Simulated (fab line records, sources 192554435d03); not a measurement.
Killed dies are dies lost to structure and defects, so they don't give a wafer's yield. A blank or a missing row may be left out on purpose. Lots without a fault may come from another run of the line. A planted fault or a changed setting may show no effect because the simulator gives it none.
A struck lot beside a sound one | flow n5_finfet | 27 steps out of a route of 1938
Sound: wafers L218.4, L218.5, L218.6. Struck: wafers L231.2, L231.3, L231.5. The cause comes at the end.
At each step with rows: each side's tool, then ch and its chambers, then its first start. Under that, the readings that differ: sound wafers | struck wafers | difference of the means | sigmas: that difference in standard deviations of wafers without a fault.
alike: readings whose means differ by less than 2 such deviations, and words and numbers that are the same on both sides. not compared: withheld readings, readings that some wafer has no value for, bounds like >300 that may hide the same value, and numbers for which the record gives no deviation and whose values overlap.
The two part at a step that has a row with sigmas, a row that says differs or no value, or rows on one side only. Numbers that don't overlap but have no deviation are shown without sigmas and don't part them. A reading that every wafer of one side lacks parts them only if that side has two wafers or more.

N5_BEOL_M15_STRIP_63: strips in O2.
  sound on rie_diel-01 ch 0,2,3; struck on rie_diel-01 ch 0,2
  alike: drypump_motor_current_A, oes_product_au, rf_vpp_V, showerhead_plenum_p_Torr, throttle_valve_pct
  not compared: rf_hours_counter_h
N5_BEOL_M15_STRIP_64: strips in O2.
  sound on rie_diel-01 ch 0,2,3; struck on rie_diel-01 ch 0,2
  alike: drypump_motor_current_A, oes_product_au, rf_vpp_V, showerhead_plenum_p_Torr, throttle_valve_pct
  not compared: rf_hours_counter_h
then, 2 steps without rows for these wafers: N5_BEOL_M15_STRIP_65 (strips in post etch residue remover, time 60 s); N5_BEOL_M15_SRD_66 (time 30 s, dry time 30 s).
N5_BEOL_M15_CD_MEAS_17: target cd 360 nm.
  sound on cd_sem-02, day 12 17:47; struck on cd_sem-01, day 16 13:57
  alike: cd_nm
then, 7 steps without rows for these wafers: N5_BEOL_M15_COAT_56 (time 60 s, resist thk 550 nm); N5_BEOL_M15_ETCH_57 (etches SOC in N2/H2, time 750 s); N5_BEOL_M15_COAT_60 (time 60 s, resist thk 89 nm); N5_BEOL_M15_COAT_22 (resist thk 800 nm); N5_BEOL_M15_EBR_24; N5_BEOL_M15_SOFTBAKE_23 (time 60 s); N5_BEOL_M15_EXPOSE_25 (exposes mask M15, target cd 400 nm).
N5_BEOL_M15_PEB_26: peb time 90 s.
  sound on litho_track-02 ch 0, day 12 18:40; struck on litho_track-02 ch 0, day 16 14:43
  reading                  | sound                | struck               | difference | sigmas
  heater_power_total_W (W) | 172.8 172.2 173.7    | 166.2 166.8 168.5    | -5.7       | -8
  plate_temp_C (C)         | 130.19 129.93 130.08 | 126.71 126.70 126.82 | -3.32      | -26
then, 2 steps without rows for these wafers: N5_BEOL_M15_DEVELOP_27 (develop time 45 s); N5_BEOL_M15_HARDBAKE_32 (time 120 s).
N5_BEOL_M15_CD_MEAS_28: target cd 407.6 nm.
  sound on cd_sem-03 ch 0, day 12 18:47; struck on cd_sem-02 ch 0, day 16 14:50
  reading    | sound             | struck            | difference | sigmas
  cd_nm (nm) | 407.4 407.0 407.3 | 395.9 396.3 393.4 | -12.0      | -5
N5_BEOL_M15_OVL_MEAS_29:
  sound on overlay-01 ch 0, day 12 18:49; struck on overlay-01 ch 0, day 16 14:51
  alike: M15_OVL
N5_BEOL_M15_INSPECT_30: inspects for defects (macro).
  sound on defect_inspect-01, day 12 18:50; struck on defect_inspect-02, day 16 14:53
  reading          | sound | struck | difference | sigmas
  raw_defect_count | 2 2 2 | 7 1 7  | +3         | +2
N5_BEOL_M15_DESCUM_33: chemistry O2, time 7.9 s.
  sound on rie_diel-03 ch 0,1,3, day 12 19:18; struck on rie_diel-02 ch 0,1, day 16 14:55
  reading                   | sound         | struck          | difference | sigmas
  model.BEOL_M15.cd_nm (nm) | 407 406.8 407 | 395.6 396 393.2 | -12.0      |
  alike: drypump_motor_current_A, oes_product_au, rf_vpp_V, showerhead_plenum_p_Torr, throttle_valve_pct
  not compared: rf_hours_counter_h
then, 1 step without rows for these wafers: N5_BEOL_M15_ETCH_61 (etches BARC in N2/H2, target depth 89 nm, overetch 26.7 nm, time 67.9 s).
N5_BEOL_M15_TRENCH_ETCH_34: etches SiO2 in C4F8/O2/Ar, target depth 872.93 nm, time 199 s.
  sound on rie_diel-03 ch 0,1,3, day 12 19:23; struck on rie_diel-02 ch 0,1, day 16 15:00
  alike: bias_w, drypump_motor_current_A, oes_product_au, rf_vpp_V, showerhead_plenum_p_Torr, throttle_valve_pct
  not compared: rf_hours_counter_h
N5_BEOL_M15_STRIP_36: strips in O2.
  sound on rie_diel-02 ch 0,1,3, day 12 20:45; struck on rie_diel-02 ch 0,3, day 16 16:19
  alike: drypump_motor_current_A, oes_product_au, rf_vpp_V, showerhead_plenum_p_Torr, throttle_valve_pct
  not compared: rf_hours_counter_h
N5_BEOL_M15_STRIP_62: strips in O2.
  sound on rie_diel-02 ch 0,1,3; struck on rie_diel-02 ch 0,3
  alike: drypump_motor_current_A, oes_product_au, rf_vpp_V, showerhead_plenum_p_Torr, throttle_valve_pct
  not compared: rf_hours_counter_h
then, 1 step without rows for these wafers: N5_BEOL_M15_STRIP_37 (strips in O2).
N5_BEOL_M15_ETCH_38: etches SiCN in CF4/N2, target depth 106.4 nm, time 120.5 s.
  sound on rie_diel-02 ch 0,1,3; struck on rie_diel-02 ch 0,3
  reading                   | sound             | struck            | difference | sigmas
  model.BEOL_M15.cd_nm (nm) | 399.8 398.8 399.8 | 386.8 387.4 384.6 | -13.2      |
  alike: bias_w, drypump_motor_current_A, oes_product_au, rf_vpp_V, showerhead_plenum_p_Torr, throttle_valve_pct
  not compared: rf_hours_counter_h
then, 1 step without rows for these wafers: N5_BEOL_M15_PRECLEAN_39 (cleans in residue remover, time 60 s).
N5_PASSIVATION_PROBE_49:
  the record has rows for the struck wafers here (prober-01, day 17 12:45) and none for the sound ones

WHERE THEY PART
First at N5_BEOL_M15_PEB_26; last, within this record, at N5_PASSIVATION_PROBE_49.

WHY: what the simulator had put in
Process parameter drift: litho_track-02, from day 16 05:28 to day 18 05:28, at N5_BEOL_M15_PEB_26. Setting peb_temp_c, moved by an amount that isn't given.
